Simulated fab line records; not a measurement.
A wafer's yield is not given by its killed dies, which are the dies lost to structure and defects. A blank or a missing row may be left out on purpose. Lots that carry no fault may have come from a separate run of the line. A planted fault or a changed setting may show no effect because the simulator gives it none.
fab line records	flow n5Finfet
record lots=10	wafers=27	lastDay=17
route steps=1938 shown BEOL_M4@1111 PASS1_CAP@1874 PAD_METAL@1896 PASSIVATION@1911
lots that met no fault: from a run of the same line without faults
startH: hours from the record's first day to the start of the lot's first wafer shown	waitH: hours since the lot's step before	" unchanged from the row above	L1.1+2: one row covering several wafers at once	- no value present, or no start provided	* or withheld: withheld	< > ~ a bound
route shown NAME@n: names a module that has steps shown in the file, with the first one's number in the route	usual: mean and standard deviation over wafers with no fault	same: alike in all rows	chamber/n: place in a boat	sites: the reading at each site	_std_site: the values' standard deviation	_edge_site: outer sites' mean less inner sites'	radiusMm: for every site, how far away it sits from the centre of the wafer	mask NAME#n: copy n	behind: the tool/chamber that last shaped the wafer	hold: reason for holding the lot/hours on hold/outcome of the hold	device: which transistor (n, p or np) failed to switch	end of line: the same wafers' tests at the end of the route	a step with no rows: only its recipe	killed: not the wafer's yield, but the dies lost to structure and defects at the first sort	map: the dies of a wafer, with x for killed, . for not killed, _ for no die there
set.NAME: setting as actually run; set.NAME@STEP: the setting as run at that earlier step	model.NAME: the simulator's own value behind a step, which no gauge read
route steps across a sampled set of lots; one table per step, one row per wafer
services: a tool's chamber out of use, with start hour (startH, from the record's first day; less than 0 if before it), hours out, and reason
## steps
# step N5_BEOL_M4_RC_MEAS_101
# usual DIBL_N=35.8/1.5	DIBL_P=35.9/1.8	IOFF_N=0.152/0.025	IOFF_P=0.21/0.031	ION_N=672/11	ION_P=462/7.4	SS_N=71.5/0.52	SS_P=73.2/0.54	VT_N=250/3	VT_P=-250/3.3
lot.wafer	tool	chamber	startH	waitH	DIBL_N[mV/V]	DIBL_P[mV/V]	IOFF_N[nA/um]	IOFF_P[nA/um]	ION_N[uA/um]	ION_P[uA/um]	SS_N[mV/dec]	SS_P[mV/dec]	VT_N[mV]	VT_P[mV]
L802.1	prober-01	0	166.18	0.0	35.7	36.5	0.146	0.19	670	454	72.9	72.9	251	-253
L802.4	"	0	"	"	38.0	38.4	0.192	0.21	672	457	73.0	73.7	250	-249
L802.6	"	0	"	"	37.1	37.1	0.176	0.20	682	455	72.7	73.0	251	-249
L805.2	prober-01	0	199.76	0.2	33.9	34.8	0.122	0.16	670	457	70.9	72.9	250	-254
L805.5	"	0	"	"	34.9	35.9	0.143	0.17	674	452	70.7	73.0	251	-252
L805.6	"	0	"	"	34.1	35.4	0.125	0.16	665	459	71.5	72.6	251	-256
L808.3	prober-02	0	209.16	0.3	37.0	36.6	0.143	0.19	670	459	71.6	73.8	252	-255
L808.5	"	0	"	"	37.5	37.7	0.146	0.19	665	453	71.9	74.1	254	-255
L808.6	"	0	"	"	35.0	33.7	0.112	0.14	661	450	71.4	72.9	256	-259
L811.3	prober-01	0	239.52	0.3	37.8	35.5	0.148	0.21	669	458	71.3	73.0	250	-247
L811.4	"	0	"	"	37.7	35.1	0.151	0.21	666	459	72.1	72.7	253	-249
L816.2	prober-02	0	261.79	0.2	38.9	40.1	0.205	0.27	687	475	72.3	74.0	245	-247
L816.3	"	0	"	"	35.4	35.7	0.134	0.20	658	456	71.5	72.7	250	-251
L817.2	prober-01	0	263.87	0.2	36.0	35.8	0.172	0.23	676	465	71.6	72.8	245	-248
L817.3	"	0	"	"	36.5	38.0	0.196	0.28	706	489	72.4	73.7	245	-243
L818.1	prober-01	0	284.90	0.0	34.6	35.8	0.160	0.20	672	456	71.6	73.2	247	-250
L818.2	"	0	"	"	36.3	37.8	0.185	0.24	692	470	71.3	73.8	245	-250
L818.6	"	0	"	"	35.0	36.7	0.175	0.22	701	472	71.0	73.5	246	-250
L821.3	prober-01	0	289.49	0.3	34.0	34.4	0.141	0.21	664	463	72.0	73.1	252	-247
L821.4	"	0	"	"	33.5	34.2	0.127	0.20	648	457	70.8	72.4	253	-247
L821.6	"	0	"	"	34.8	36.0	0.159	0.24	689	473	71.4	73.4	249	-246
L822.2	prober-02	0	300.52	0.2	33.7	34.6	0.135	0.20	662	465	71.3	72.6	251	-249
L822.3	"	0	"	"	33.9	34.2	0.133	0.19	664	455	71.8	73.0	253	-251
L822.6	"	0	"	"	34.5	34.7	0.145	0.20	653	455	71.4	73.2	254	-252
L823.1	prober-01	0	303.34	0.0	36.0	35.4	0.146	0.22	676	467	71.5	73.1	251	-249
L823.4	"	0	"	"	35.9	35.9	0.154	0.23	678	466	71.8	73.0	246	-248
L823.6	"	0	"	"	35.4	35.1	0.144	0.21	693	468	71.3	72.4	251	-248
# step N5_PASSIVATION_PECVD_01
# recipe material=SiNx	targetThkA=2000	tempC=400	precursor=SiH4/NH3/N2	pressureTorr=4.9	rfW=1406	timeS=43.2
# usual heaterPowerW=369/59	rfFwdPowerW=1393/5.9	showerheadPlenumPTorr=8.72/0.053	throttleValvePct=29.7/1.7
lot.wafer	tool	chamber	startH	waitH	heaterPowerW	rfFwdPowerW	showerheadPlenumPTorr	sinceWetCleanH	throttleValvePct
L802.1	pecvd-02	1	270.05	0.0	394	1399	8.72	2061	28.3
L802.4	"	2	"	"	386	1389	8.64	-	29.1
L802.6	"	1	"	"	403	1392	8.75	-	28.7
L805.2	pecvd-01	1	299.65	0.0	390	1400	8.75	1547	32.2
L805.5	"	1	"	"	253	1395	8.75	-	32.5
L805.6	"	2	"	"	382	1396	8.71	-	28.4
L808.3	pecvd-03	2	311.88	0.0	316	1389	8.68	262	27.3
L808.5	"	0	"	"	460	1391	8.66	-	29.5
L808.6	"	1	"	"	415	1401	8.79	-	28.5
L811.3	pecvd-03	1	336.76	0.0	393	1395	8.83	1766	28.5
L811.4	"	0	"	"	445	1393	8.69	-	29.4
L816.2	pecvd-03	2	355.52	0.0	423	1388	8.69	305	27.6
L816.3	"	1	"	"	414	1396	8.81	1784	28.7
L817.2	pecvd-03	2	360.66	0.0	429	1388	8.65	311	27.4
L817.3	"	0	"	"	478	1400	8.65	1065	29.5
L818.1	pecvd-01	1	368.79	0.0	305	1401	8.74	1616	32.2
L818.2	"	2	"	"	294	1389	8.70	120	28.3
L818.6	"	2	"	"	301	1388	8.71	-	28.8
L821.3	pecvd-02	2	383.80	0.0	391	1391	8.64	-	29.8
L821.4	"	0	"	"	388	1376	8.69	-	32.4
L821.6	"	2	"	"	248	1393	8.66	-	29.8
L822.2	pecvd-01	1	387.84	0.0	295	1394	8.77	1635	32.2
L822.3	"	2	"	"	383	1399	8.73	139	28.4
L822.6	"	2	"	"	386	1392	8.72	-	28.5
L823.1	pecvd-01	2	400.54	0.0	379	1391	8.72	151	28.5
L823.4	"	0	"	"	435	1391	8.78	-	28.9
L823.6	"	1	"	"	291	1403	8.74	-	32.4
# step N5_PASSIVATION_AL_DEP_21
# recipe material=Al	targetThkA=28000	tempC=400	timeS=170	powerW=30000	chamberPressurePa=0.4	gas=Ar
# usual throttleValvePct=30.2/0.93
lot.wafer	tool	chamber	startH	waitH	throttleValvePct
L802.1	pvdSputter-01	-	273.17	0.1	30.0
L802.4	"	-	"	"	28.3
L802.6	"	-	"	"	28.4
L805.2	pvdSputter-01	-	301.86	0.1	29.9
L805.5	"	-	"	"	28.8
L805.6	"	-	"	"	29.8
L808.3	pvdSputter-02	-	313.59	0.1	29.7
L808.5	"	-	"	"	30.5
L808.6	"	-	"	"	29.8
L811.4	pvdSputter-03	-	338.63	0.1	29.4
L816.2	pvdSputter-02	-	357.15	0.1	30.4
L817.2	pvdSputter-03	-	362.52	0.1	29.5
L818.1	pvdSputter-02	-	370.16	0.1	32.0
L818.2	"	-	"	"	30.1
L818.6	"	-	"	"	29.6
L821.3	pvdSputter-02	-	386.46	0.1	30.5
L821.4	"	-	"	"	32.1
L821.6	"	-	"	"	30.1
L822.2	pvdSputter-03	-	389.21	0.1	29.4
L822.3	"	-	"	"	29.3
L822.6	"	-	"	"	30.9
L823.1	pvdSputter-03	-	407.55	0.1	29.3
L823.4	"	-	"	"	30.7
L823.6	"	-	"	"	29.6
# step N5_PASSIVATION_STRIP_34
# recipe chemistry=O2	powerW=600	tempC=60	pressureMtorr=30	rfFrequencyHz=6e+07	biasPowerW=0	overashFraction=2	o2FlowSccm=225
# usual drypumpMotorCurrentA=5.6/0.51	oesProductAu=0.83/0.068	rfVppV=3.7/1.4	showerheadPlenumPTorr=2.09/0.07	throttleValvePct=16.58/0.22
lot.wafer	tool	chamber	startH	waitH	drypumpMotorCurrentA	oesProductAu	rfHoursCounterH	rfVppV	showerheadPlenumPTorr	throttleValvePct
L802.1	rieDiel-04	0	274.47	0.1	4.9	0.93	15	6.2	2.04	16.44
L802.4	"	2	"	"	5.1	0.88	49	3.3	2.06	16.56
L802.6	"	3	"	"	6.1	0.88	-	4.2	2.05	16.41
L805.2	rieDiel-02	0	303.02	0.1	5.1	0.94	5	5.6	2.22	16.60
L805.5	"	2	"	"	5.2	0.79	-	2.9	2.03	16.65
L805.6	"	3	"	"	5.3	0.84	-	1.8	2.22	16.58
L808.3	rieDiel-04	0	314.92	0.1	4.9	0.89	33	5.9	2.03	16.45
L808.5	"	2	"	"	5.1	0.85	-	4.4	2.05	16.61
L808.6	"	3	"	"	6.1	0.83	-	3.1	2.04	16.41
L811.4	rieDiel-03	2	340.32	0.1	5.9	0.84	26	5.4	2.07	16.50
L816.2	rieDiel-03	2	358.51	0.2	5.9	0.87	32	3.0	2.06	16.41
L817.2	rieDiel-02	3	364.08	0.1	5.3	0.82	94	6.2	2.21	16.61
L818.1	rieDiel-03	2	371.56	0.2	5.8	0.87	36	4.5	2.06	16.53
L818.2	"	0	"	"	6.1	0.80	95	5.0	2.04	17.05
L818.6	"	2	"	"	5.9	0.85	-	5.0	2.06	16.53
L821.3	rieDiel-02	2	387.75	0.1	5.1	0.75	138	3.5	2.02	16.71
L821.4	"	2	"	"	5.1	0.76	-	4.0	2.02	16.71
L821.6	"	1	"	"	6.4	0.83	-	4.3	2.03	16.16
L822.2	rieDiel-04	1	391.02	0.2	6.0	0.92	22	2.0	2.14	16.65
L822.3	"	2	"	"	5.1	0.80	91	3.2	2.04	16.66
L822.6	"	0	"	"	5.0	0.83	-	2.1	2.02	16.55
L823.1	rieDiel-02	0	408.71	0.1	5.1	0.85	42	2.7	2.21	16.64
L823.4	"	3	"	"	5.3	0.82	-	4.4	2.21	16.55
L823.6	"	0	"	"	5.1	0.85	-	2.5	2.21	16.69
# step N5_PASSIVATION_ETCH_54
# recipe chemistry=CHF3/O2	target=SiO2	targetDepthA=8800	CHF3_flow_sccm=50	O2_flow_sccm=5	Ar_flow_sccm=200	timeS=440	maskMaterial=PR	pressureMtorr=30	sourceW=650	biasW=170	ionEnergyEv=200
# usual drypumpMotorCurrentA=5.6/0.52	oes_ar_750_au=0.82/0.056	oesProductAu=0.83/0.06	rfFwdPowerW=649.1/1.7	rfVppV=530/8.8	showerheadPlenumPTorr=2.39/0.089	throttleValvePct=18.70/0.26
lot.wafer	tool	chamber	startH	waitH	drypumpMotorCurrentA	oes_ar_750_au	oesProductAu	rfFwdPowerW	rfHoursCounterH	rfVppV	showerheadPlenumPTorr	throttleValvePct
L802.1	rieDiel-04	2	276.02	0.1	5.1	0.85	0.86	648.9	49	523	2.35	18.62
L802.4	"	0	"	"	5.0	0.90	0.91	647.9	16	530	2.34	18.58
L802.6	"	1	"	"	6.0	0.70	0.70	647.2	-	538	2.48	19.29
L805.2	rieDiel-02	0	304.58	0.1	5.1	0.94	0.94	648.7	5	531	2.58	18.93
L805.5	"	0	"	"	5.1	0.94	0.94	648.9	-	532	2.58	18.94
L805.6	"	3	"	"	5.3	0.84	0.84	649.3	-	536	2.54	18.68
L808.3	rieDiel-02	1	316.51	0.1	6.4	0.85	0.86	650.2	49	524	2.34	18.26
L808.5	"	2	"	"	5.1	0.78	0.79	648.1	-	517	2.32	18.67
L808.6	"	1	"	"	6.4	0.85	0.86	649.9	-	524	2.34	18.25
L811.4	rieDiel-04	2	341.94	0.1	5.0	0.82	0.82	647.9	75	522	2.34	18.65
L816.2	rieDiel-04	0	359.90	0.1	5.0	0.85	0.84	651.6	51	531	2.33	18.64
L817.2	rieDiel-03	3	365.62	0.1	5.1	0.71	0.69	646.8	218	517	2.48	18.93
L818.1	rieDiel-03	3	373.22	0.1	5.1	0.70	0.69	649.1	221	516	2.48	18.93
L818.2	"	0	"	"	6.1	0.80	0.80	649.9	97	540	2.34	19.11
L818.6	"	0	"	"	6.1	0.79	0.80	652.0	-	539	2.34	19.13
L821.3	rieDiel-04	2	389.18	0.1	5.1	0.80	0.81	649.8	90	521	2.33	18.68
L821.4	"	1	"	"	6.0	0.89	0.90	650.2	21	537	2.47	18.84
L821.6	"	1	"	"	6.0	0.90	0.90	647.5	-	540	2.47	18.86
L822.2	rieDiel-02	2	392.58	0.1	5.1	0.76	0.76	650.2	141	515	2.31	18.73
L822.3	"	1	"	"	6.4	0.81	0.83	649.2	79	522	2.33	18.29
L822.6	"	2	"	"	5.1	0.76	0.75	648.4	-	517	2.31	18.72
L823.1	rieDiel-02	3	410.14	0.1	5.3	0.81	0.82	648.6	102	536	2.53	18.73
L823.4	"	3	"	"	5.3	0.81	0.81	648.3	-	534	2.53	18.73
L823.6	"	0	"	"	5.1	0.85	0.85	650.4	-	533	2.56	19.02
# step N5_PASSIVATION_PROBE_49
# usual defectLimitedYield=91.7/1.7	killed_at_M0_to_M3=34/10	killed_at_M4_up=13/5.1	killedAtContacts=12/6.2	killedAtFrontEnd=36/12	killedAtOther=3.2/2.6	killedDies=98/20	killedOnRim=13/4.5	killedOpen=65/13	killedShort=32/8.4	sort_bin_5_function=4.8/1.1	sort_bin_6_memory=3.2/0.74	sort_bin_8_speed=0.00/0.012	sortNPass=1082/20	sortYieldPct=91.7/1.7
# same grossDies=1180	killedAtBackSide=0	sort_bin_4_leakage[%]=0
lot.wafer	tool	chamber	startH	waitH	defectLimitedYield[%]	killed_at_M0_to_M3	killed_at_M4_up	killedAtContacts	killedAtFrontEnd	killedAtOther	killedDies	killedOnRim	killedOpen	killedShort	sort_bin_5_function[%]	sort_bin_6_memory[%]	sort_bin_8_speed[%]	sortNPass	sortYieldPct[%]
L802.1	prober-02	-	278.84	0.0	92.8	41	16	3	24	1	85	9	50	35	4.4	2.5	0	1095	92.8
L802.4	prober-02	-	278.99	0.2	92.8	26	12	12	32	3	85	12	52	32	4.3	2.6	0	1095	92.8
L802.6	prober-02	-	279.09	0.3	90.1	43	10	18	41	5	117	19	79	38	6.4	3.4	0	1063	90.1
L805.2	prober-02	-	307.41	0.1	89.7	48	17	10	43	3	121	10	81	39	5.8	4.2	0	1059	89.7
L805.5	prober-02	-	307.56	0.2	89.6	40	14	33	36	0	123	16	81	42	5.7	4.4	0	1057	89.6
L805.6	prober-02	-	307.61	0.3	91.9	26	6	15	45	4	96	11	61	35	4.0	3.8	0	1084	91.9
L808.3	prober-02	-	319.39	0.1	91.6	35	14	14	28	8	99	15	76	23	4.8	3.5	0	1081	91.6
L808.5	prober-02	-	319.49	0.2	89.7	30	8	8	72	4	122	16	83	36	5.8	4.2	0	1058	89.7
L808.6	prober-02	-	319.54	0.3	89.7	40	8	13	59	2	122	14	82	40	6.7	3.2	0	1058	89.7
L811.3	prober-02	-	345.24	0.1	0	36	12	20	30	1082	1180	152	78	23	96.7	3.1	0	0	0
L811.4	prober-02	-	345.29	0.2	90.3	41	18	14	36	5	114	8	74	40	5.8	3.6	0	1066	90.3
L816.2	prober-01	-	362.73	0.1	92.7	50	4	8	22	2	86	11	63	23	4.2	3.1	0	1094	92.7
L816.3	prober-01	-	362.78	0.1	0	32	17	8	26	1097	1180	152	58	32	97.1	2.7	0	0	0
L817.2	prober-02	-	368.45	0.1	90.9	43	17	8	39	0	107	13	65	40	4.7	3.9	0	1073	90.9
L817.3	prober-02	-	368.50	0.1	0	62	10	19	41	1048	1180	152	92	44	95.8	3.8	0	0	0
L818.1	prober-01	-	376.49	0.0	93.9	24	10	6	31	1	72	9	42	30	3.7	2.0	0	1108	93.9
L818.2	prober-01	-	376.54	0.1	92.1	30	13	12	33	5	93	9	67	24	4.7	2.9	0	1087	92.1
L818.6	prober-01	-	376.74	0.3	91.3	32	10	14	40	7	103	16	66	36	4.2	4.3	0	1077	91.3
L821.3	prober-02	-	392.07	0.1	93.1	22	12	11	35	2	82	8	57	23	4.6	2.2	0	1098	93.1
L821.4	prober-02	-	392.12	0.2	92.9	30	12	5	31	6	84	15	51	31	4.2	2.7	0	1096	92.9
L821.6	prober-02	-	392.22	0.3	89.2	41	22	18	39	8	128	13	74	51	5.7	4.1	0	1052	89.2
L822.2	prober-02	-	395.45	0.1	91.0	36	25	10	35	0	106	19	75	30	4.5	4.0	0	1074	91.0
L822.3	prober-02	-	395.50	0.1	90.2	37	22	9	46	2	116	19	76	39	5.8	3.5	0	1064	90.2
L822.6	prober-02	-	395.65	0.3	90.3	43	22	9	41	0	115	12	85	29	5.9	3.6	0.08	1064	90.2
L823.1	prober-02	-	412.92	0.0	90.8	39	9	14	42	5	109	11	78	30	5.5	3.1	0	1071	90.8
L823.4	prober-02	-	413.07	0.2	93.4	27	6	8	33	4	78	9	47	29	3.9	2.4	0	1102	93.4
L823.6	prober-02	-	413.17	0.3	91.3	30	13	12	42	6	103	13	70	31	5.9	2.5	0	1077	91.3
# killed by level:class
L802.1 BEOL_M0_SAQP:geometricParticle:short=14 BEOL_M0_SAQP:geometricParticle:open=13 BEOL_M4:geometricParticle:open=8 GATE_CUT:geometricParticle:short=5 FIN_SAQP:geometricParticle:short=3 STI_FIN_REVEAL:geometricParticle:open=3 BEOL_M2:geometricParticle:open=3 BEOL_M7:geometricParticle:open=3
L802.4 BEOL_M2:geometricParticle:open=10 MOL_CONTACT_COAG:geometricParticle:open=8 BEOL_M0_SAQP:geometricParticle:open=6 FIN_SAQP:geometricParticle:open=5 STI_FIN_REVEAL:geometricParticle:open=5 BEOL_M0_SAQP:geometricParticle:short=5 FIN_SAQP:geometricParticle:short=3 STARTING-WAFER:geometricParticle:short=3
L802.6 MOL_CONTACT_COAG:geometricParticle:open=16 BEOL_M0_SAQP:geometricParticle:short=15 BEOL_M2:geometricParticle:open=10 DUMMY_GATE:geometricParticle:open=8 BEOL_M0_SAQP:geometricParticle:open=7 FIN_SAQP:geometricParticle:open=6 FIN_SAQP:geometricParticle:short=6 STI_FIN_REVEAL:geometricParticle:open=6
L805.2 STI_FIN_REVEAL:geometricParticle:open=20 BEOL_M0_SAQP:geometricParticle:short=14 MOL_CONTACT_COAG:geometricParticle:open=9 BEOL_M1:geometricParticle:short=9 BEOL_M0_SAQP:geometricParticle:open=7 BEOL_M3:geometricParticle:open=7 BEOL_M4:geometricParticle:open=6 DUMMY_GATE:geometricParticle:open=5
L805.5 MOL_CONTACT_COAG:geometricParticle:open=24 BEOL_M0_SAQP:geometricParticle:open=15 BEOL_M3:geometricParticle:open=10 MOL_CONTACT_COAG:geometricParticle:short=9 BEOL_M0_SAQP:geometricParticle:short=9 FIN_SAQP:geometricParticle:open=8 STI_FIN_REVEAL:geometricParticle:open=8 FIN_SAQP:geometricParticle:short=7
L805.6 MOL_CONTACT_COAG:geometricParticle:open=12 STI_FIN_REVEAL:geometricParticle:open=11 FIN_SAQP:geometricParticle:short=6 DUMMY_GATE:geometricParticle:open=5 BEOL_M0_SAQP:geometricParticle:open=5 BEOL_M2:geometricParticle:open=5 FIN_SAQP:geometricParticle:open=4 STI_FIN_REVEAL:geometricParticle:short=4
L808.3 MOL_CONTACT_COAG:geometricParticle:open=12 BEOL_M2:geometricParticle:open=10 BEOL_M4:geometricParticle:open=8 STI_FIN_REVEAL:geometricParticle:open=7 BEOL_M3:geometricParticle:open=7 BEOL_M1:geometricParticle:open=6 BEOL_M0_SAQP:geometricParticle:open=5 FIN_SAQP:geometricParticle:short=4
L808.5 FIN_SAQP:geometricParticle:open=15 FIN_SAQP:geometricParticle:short=12 STI_FIN_REVEAL:geometricParticle:open=11 MOL_CONTACT_COAG:geometricParticle:open=8 BEOL_M3:geometricParticle:open=8 DUMMY_GATE:geometricParticle:open=6 GATE_CUT:geometricParticle:open=6 BEOL_M0_SAQP:geometricParticle:open=6
L808.6 BEOL_M3:geometricParticle:open=14 FIN_SAQP:geometricParticle:open=13 MOL_CONTACT_COAG:geometricParticle:open=9 FIN_SAQP:geometricParticle:short=6 DUMMY_GATE:geometricParticle:short=6 DUMMY_GATE:geometricParticle:open=6 ILD0:geometricParticle:open=6 BEOL_M0_SAQP:geometricParticle:open=6
L811.3 PASS1_CAP:areaPecvd=1078 MOL_CONTACT_COAG:geometricParticle:open=16 BEOL_M3:geometricParticle:open=15 STI_FIN_REVEAL:geometricParticle:open=6 GATE_CUT:geometricParticle:short=6 BEOL_M0_SAQP:geometricParticle:open=6 DUMMY_GATE:geometricParticle:open=5 BEOL_M0_SAQP:geometricParticle:short=5
L811.4 FIN_SAQP:geometricParticle:open=12 BEOL_M3:geometricParticle:open=10 BEOL_M0_SAQP:geometricParticle:short=9 MOL_CONTACT_COAG:geometricParticle:open=8 BEOL_M4:geometricParticle:open=8 FIN_SAQP:geometricParticle:short=7 BEOL_M2:geometricParticle:open=7 STI_FIN_REVEAL:geometricParticle:open=6
L816.2 BEOL_M0_SAQP:geometricParticle:open=19 BEOL_M0_SAQP:geometricParticle:short=9 BEOL_M3:geometricParticle:open=8 BEOL_M2:geometricParticle:open=7 MOL_CONTACT_COAG:geometricParticle:open=6 DUMMY_GATE:geometricParticle:open=5 FIN_SAQP:geometricParticle:open=4 BEOL_M3:geometricParticle:short=4
L816.3 PASS1_CAP:areaPecvd=1090 BEOL_M0_SAQP:geometricParticle:open=12 BEOL_M0_SAQP:geometricParticle:short=12 BEOL_M4:geometricParticle:open=9 MOL_CONTACT_COAG:geometricParticle:open=7 STI_FIN_REVEAL:geometricParticle:open=5 FIN_SAQP:geometricParticle:short=4 BEOL_M8:geometricParticle:open=4
L817.2 STI_FIN_REVEAL:geometricParticle:open=16 BEOL_M0_SAQP:geometricParticle:short=12 BEOL_M4:geometricParticle:open=11 FIN_SAQP:geometricParticle:short=10 BEOL_M0_SAQP:geometricParticle:open=8 BEOL_M1:geometricParticle:open=7 MOL_CONTACT_COAG:geometricParticle:open=6 BEOL_M3:geometricParticle:open=6
L817.3 PASS1_CAP:areaPecvd=1044 BEOL_M0_SAQP:geometricParticle:open=17 BEOL_M0_SAQP:geometricParticle:short=15 MOL_CONTACT_COAG:geometricParticle:open=15 BEOL_M3:geometricParticle:open=14 STI_FIN_REVEAL:geometricParticle:open=13 FIN_SAQP:geometricParticle:open=7 FIN_SAQP:geometricParticle:short=6
L818.1 FIN_SAQP:geometricParticle:short=7 GATE_CUT:geometricParticle:short=6 BEOL_M0_SAQP:geometricParticle:short=6 STI_FIN_REVEAL:geometricParticle:open=5 BEOL_M3:geometricParticle:open=5 MOL_CONTACT_COAG:geometricParticle:open=5 GATE_CUT:geometricParticle:open=4 BEOL_M0_SAQP:geometricParticle:open=4
L818.2 BEOL_M3:geometricParticle:open=14 MOL_CONTACT_COAG:geometricParticle:open=10 STI_FIN_REVEAL:geometricParticle:open=9 FIN_SAQP:geometricParticle:short=6 FIN_SAQP:geometricParticle:open=5 GATE_CUT:geometricParticle:open=4 BEOL_M1:geometricParticle:open=4 BEOL_M5:geometricParticle:open=4
L818.6 BEOL_M2:geometricParticle:open=11 MOL_CONTACT_COAG:geometricParticle:open=10 STI_FIN_REVEAL:geometricParticle:open=9 GATE_CUT:geometricParticle:short=8 FIN_SAQP:geometricParticle:open=7 BEOL_M3:geometricParticle:open=6 BEOL_M1:geometricParticle:open=5 MOL_CONTACT_COAG:geometricParticle:short=4
L821.3 MOL_CONTACT_COAG:geometricParticle:open=9 DUMMY_GATE:geometricParticle:open=7 BEOL_M0_SAQP:geometricParticle:open=7 STARTING-WAFER:geometricParticle:short=6 FIN_SAQP:geometricParticle:open=5 FIN_SAQP:geometricParticle:short=4 BEOL_M1:geometricParticle:open=4 BEOL_M3:geometricParticle:open=4
L821.4 STI_FIN_REVEAL:geometricParticle:open=8 FIN_SAQP:geometricParticle:open=6 BEOL_M0_SAQP:geometricParticle:open=6 BEOL_M0_SAQP:geometricParticle:short=5 BEOL_M1:geometricParticle:open=5 BEOL_M4:geometricParticle:short=4 BEOL_M4:geometricParticle:open=4 PASS1_CAP:geometricParticle:open=4
L821.6 MOL_CONTACT_COAG:geometricParticle:open=11 BEOL_M0_SAQP:geometricParticle:short=10 BEOL_M4:geometricParticle:open=10 MOL_CONTACT_COAG:geometricParticle:short=7 BEOL_M3:geometricParticle:open=7 BEOL_M4:geometricParticle:short=7 BEOL_M1:geometricParticle:open=6 BEOL_M2:geometricParticle:open=6
L822.2 BEOL_M4:geometricParticle:open=16 BEOL_M2:geometricParticle:open=13 MOL_CONTACT_COAG:geometricParticle:open=9 GATE_CUT:geometricParticle:short=6 BEOL_M3:geometricParticle:open=6 STI_FIN_REVEAL:geometricParticle:open=5 FIN_SAQP:geometricParticle:short=4 DUMMY_GATE:geometricParticle:open=4
L822.3 FIN_SAQP:geometricParticle:short=15 FIN_SAQP:geometricParticle:open=11 BEOL_M2:geometricParticle:open=11 BEOL_M3:geometricParticle:open=10 BEOL_M4:geometricParticle:open=8 MOL_CONTACT_COAG:geometricParticle:open=7 BEOL_M0_SAQP:geometricParticle:open=6 DUMMY_GATE:geometricParticle:open=5
L822.6 BEOL_M4:geometricParticle:open=12 BEOL_M2:geometricParticle:open=11 FIN_SAQP:geometricParticle:open=9 MOL_CONTACT_COAG:geometricParticle:open=8 BEOL_M0_SAQP:geometricParticle:short=8 BEOL_M1:geometricParticle:open=8 FIN_SAQP:geometricParticle:short=6 STI_FIN_REVEAL:geometricParticle:open=6
L823.1 MOL_CONTACT_COAG:geometricParticle:open=11 FIN_SAQP:geometricParticle:open=10 BEOL_M2:geometricParticle:open=8 BEOL_M0_SAQP:geometricParticle:short=7 BEOL_M1:geometricParticle:open=6 BEOL_M3:geometricParticle:open=6 DUMMY_GATE:geometricParticle:open=5 BEOL_M0_SAQP:geometricParticle:open=5
L823.4 BEOL_M2:geometricParticle:open=7 ILD0:geometricParticle:short=6 BEOL_M0_SAQP:geometricParticle:short=6 MOL_CONTACT_COAG:geometricParticle:open=5 BEOL_M1:geometricParticle:open=5 FIN_SAQP:geometricParticle:short=4 FIN_SAQP:geometricParticle:open=4 STI_FIN_REVEAL:geometricParticle:open=4
L823.6 FIN_SAQP:geometricParticle:short=12 BEOL_M4:geometricParticle:open=10 MOL_CONTACT_COAG:geometricParticle:open=9 FIN_SAQP:geometricParticle:open=8 STI_FIN_REVEAL:geometricParticle:open=7 BEOL_M1:geometricParticle:open=6 BEOL_M0_SAQP:geometricParticle:open=5 BEOL_M0_SAQP:geometricParticle:short=4
## services
tool	chamber	startH	hours	kind
pvdSputter-01	-	260.51	3.0	repair
rieDiel-02	0	267.08	-	clean
rieDiel-02	0	267.08	-	consumableReplace:focusRing
rieDiel-02	0	267.08	-	consumableReplace:showerhead
rieDiel-02	0	267.08	22.5	scheduledDown
rieDiel-02	0	267.08	22.5	ventCycle
rieDiel-02	3	277.74	6.1	repair
rieDiel-04	1	305.74	-	clean
rieDiel-04	1	305.74	-	consumableReplace:focusRing
rieDiel-04	1	305.74	17.1	scheduledDown
rieDiel-04	1	305.74	17.1	ventCycle
rieDiel-02	-	307.01	4.3	pm
rieDiel-02	0	321.23	8.0	repair
pecvd-01	-	329.86	1.7	repair
pecvd-01	0	340.59	5.5	scheduledDown
rieDiel-03	3	348.19	4.0	repair
rieDiel-03	1	368.65	27.6	repair
pecvd-01	1	373.66	5.5	scheduledDown
rieDiel-02	3	373.97	29.1	repair
pecvd-01	1	387.99	2.1	scheduledDown
pvdSputter-03	-	393.46	7.6	repair
pvdSputter-01	-	395.24	4.6	repair
pecvd-01	1	402.83	5.0	scheduledDown
pecvd-01	-	405.95	1.4	repair
## key
firstSign step=N5_PASSIVATION_PROBE_49	reading=killedAtOther	direction=up	sigmas=99+	usual=3.2	struck=1075.7
effect step=N5_PASSIVATION_PROBE_49	reading=sort_bin_5_function	direction=up	sigmas=86	usual=4.8	struck=96.5
moreKillsBornAt N5_PASSIVATION_PECVD_01@pecvd-03=3212
metAt N5_PASSIVATION_PECVD_01
struckLots L811,L816,L817
struckWafers L811.3,L816.3,L817.3
laterRowsLeftOut L811.3,L816.3,L817.3
notActingAt N5_PASSIVATION_AL_DEP_21,N5_PASSIVATION_STRIP_34,N5_PASSIVATION_ETCH_54
onsetBetween 311.88 336.76
fault kind=processParameterDrift	tool=pecvd-03	chamber=-	onsetH=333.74	steps=N5_PASSIVATION_PECVD_01	channel=timeS	offset=*	shape=step	endH=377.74	scope=struckWafersOnly	actsIn=*	stated=*
# laterRowsLeftOut: the simulator's readings of these wafers behind a module that went badly wrong aren't trusted and aren't shown, but for the sort
